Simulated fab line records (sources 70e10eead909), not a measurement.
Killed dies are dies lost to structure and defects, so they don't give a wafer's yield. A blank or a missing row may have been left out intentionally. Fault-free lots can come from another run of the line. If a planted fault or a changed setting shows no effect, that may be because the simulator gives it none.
2 desks looking at one fault ; flow nand-harc ; only its own numbers are on each desk; what lay behind them is given at the end

FOR THE TOOL OWNER'S DESK: lpcvd-poly-02
The tool's own readings at NHARC_A_DECK1_JOINT_CVD_12 (deposits poly-Si, target thk 90 nm, time 1800 s): means of the sampled wafers that have a number, for each lot that ran on this tool. Any lot whose mean is over 4 standard deviations away from the usual mean is out of limits and marked OUT; that distance is given in the brackets.
Columns: A = pressure-mtorr at NHARC_A_DECK1_JOINT_CVD_12, usual 200.0 mTorr; B = run-length-s at NHARC_A_DECK1_JOINT_CVD_12, usual 1801.3 s
lot;first seen here;A;B
L785;day 11 17:51;199.6;1801.3
L786;day 12 06:59;199.6;1801.0
L787;day 12 16:15;200.0;1800.8
L801;day 17 22:05;200.3;1800.9
L802;day 18 10:33;199.8;1801.1
L803;day 18 10:33;199.9;1800.9
L805;day 20 02:33;200.2;1800.8
Result from this desk: across the 7 lots, nothing is out of limits.

AT THE METROLOGY DESK
What the gauges read for every lot (on any tool): the sampled wafers with a number, averaged. Any lot whose mean is over 4 standard deviations away from the usual mean is out of limits and marked OUT; that distance is given in the brackets.
Columns: A = thk-nm at NHARC_A_SOURCE_PLATE_THK_MEAS_09, usual 9.7 nm; B = thk-nm at NHARC_A_ONON_D1_THK_MEAS_08, usual 1000 nm; C = thk-nm at NHARC_A_ONON_D2_THK_MEAS_18, usual 996 nm
lot;first seen here;A;B;C
L785;day 7 11:54;8.8;991;995
L786;day 7 17:56;10.1;1005;995
L787;day 8 10:51;10.2;995;1009
L788;day 8 10:51;9.2;1015;982
L789;day 8 23:29;9.6;991;997
L794;day 11 01:50;8.7;1007;-
L795;day 11 01:50;9.5;992;-
L796;day 12 02:01;9.7;1002;-
L801;day 13 21:49;9.5;983;1001
L802;day 14 10:44;9.1;999;999
L803;day 14 14:28;10.4;1009;1001
L804;day 15 12:52;9.9;1004;1007
L805;day 15 17:44;9.8;1002;1004
L806;day 15 17:44;9.8;997;1005
L807;day 16 08:24;10.1;999;1009
Result from this desk: across the 15 lots, nothing is out of limits.

BROUGHT TOGETHER
The tool owner's desk saw nothing out of limits.
From the metrology desk's view, nothing was out of limits.

WHAT WAS PUT IN BY THE SIMULATOR
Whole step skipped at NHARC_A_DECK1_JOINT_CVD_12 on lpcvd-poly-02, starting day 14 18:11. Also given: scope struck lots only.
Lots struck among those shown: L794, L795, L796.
